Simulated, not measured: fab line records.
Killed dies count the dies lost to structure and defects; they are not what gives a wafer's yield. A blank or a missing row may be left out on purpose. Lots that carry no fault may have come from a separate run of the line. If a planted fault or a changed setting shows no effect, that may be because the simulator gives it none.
A struck lot beside a sound one / flow nand harc / 17 out of 1302 route steps
Sound: wafers L812.1, L812.3, L812.5. The struck wafers were L822.3, L822.4, L822.5. Last of all comes the cause.
Per side, at each step with rows, come the tool, then ch with its chambers, and then its first start. Under that, the readings that differ: sound wafers / struck wafers / difference of the means / sigmas: that difference in standard deviations of wafers without a fault.
alike: readings whose means differ by less than 2 such deviations, and words and numbers that are the same on both sides. not compared: withheld readings, readings that some wafer has no value for, bounds like >300 that may hide the same value, and numbers for which the record gives no deviation and whose values overlap.
The two part at a step that has a row with sigmas, a row that says differs or no value, or rows on one side only. Numbers that don't overlap but have no deviation are shown without sigmas and don't part them. Lack of a reading on every wafer of one side parts them only where that side has two or more wafers.

first, 2 steps without rows for these wafers: NHARC_P_STI_SRD_39; NHARC_P_STI_OXIDE_40 (material SiO2, target thk 10 nm, ox time 1362 s).
NHARC_P_STI_INSPECT_25:
  sound: defect inspect-01 at day 4 08:14; struck: defect inspect-01 at day 8 10:49
  alike: raw defect count
then, 9 steps without rows for these wafers: NHARC_P_GATE_ETCH_69 (etches SiO2 in dHF, target depth 14 nm); NHARC_P_GATE_PRECLEAN_70 (cleans in SC1); NHARC_P_GATE_SRD_01; NHARC_P_GATE_OXIDE_02 (material SiO2, target thk 37.5 nm, ox time 365 s); NHARC_P_GATE_DEHYDRATE_03 (time 120 s); NHARC_P_GATE_HMDS_04 (time 30 s); NHARC_P_GATE_COAT_05; NHARC_P_GATE_SOFTBAKE_06 (time 95 s); NHARC_P_GATE_EBR_07.
NHARC_P_GATE_EXPOSE_08: exposes mask P HV.
  sound on krf scanner-01 ch 0, day 4 16:55; struck on krf scanner-01 ch 0, day 8 19:08
reading=mask; sound=P_HV#0 P_HV#0 P_HV#0; struck=P_HVPW#0 P_HVPW#0 P_HVPW#0; difference=differs; sigmas=
then, 2 steps without rows for these wafers: NHARC_P_GATE_PEB_09 (peb time 85 s); NHARC_P_GATE_DEVELOP_10 (time 70 s).
NHARC_P_GATE_CD_MEAS_11 targets a cd of 1640 nm.
  sound on cd sem-03 ch 0, day 4 17:04; struck on cd sem-01 ch 0, day 8 19:17
reading=cd nm (nm); sound=1640.8 1638.9 1641.2; struck=- - -; difference=no value on the struck wafers; sigmas=
then, 1 step without rows for these wafers: NHARC_P_GATE_HARDBAKE_12 (time 80 s).

WHERE THEY PART
Last at NHARC_P_GATE_CD_MEAS_11 as far as this record goes, first at NHARC_P_GATE_EXPOSE_08.

WHY: what the simulator had put in
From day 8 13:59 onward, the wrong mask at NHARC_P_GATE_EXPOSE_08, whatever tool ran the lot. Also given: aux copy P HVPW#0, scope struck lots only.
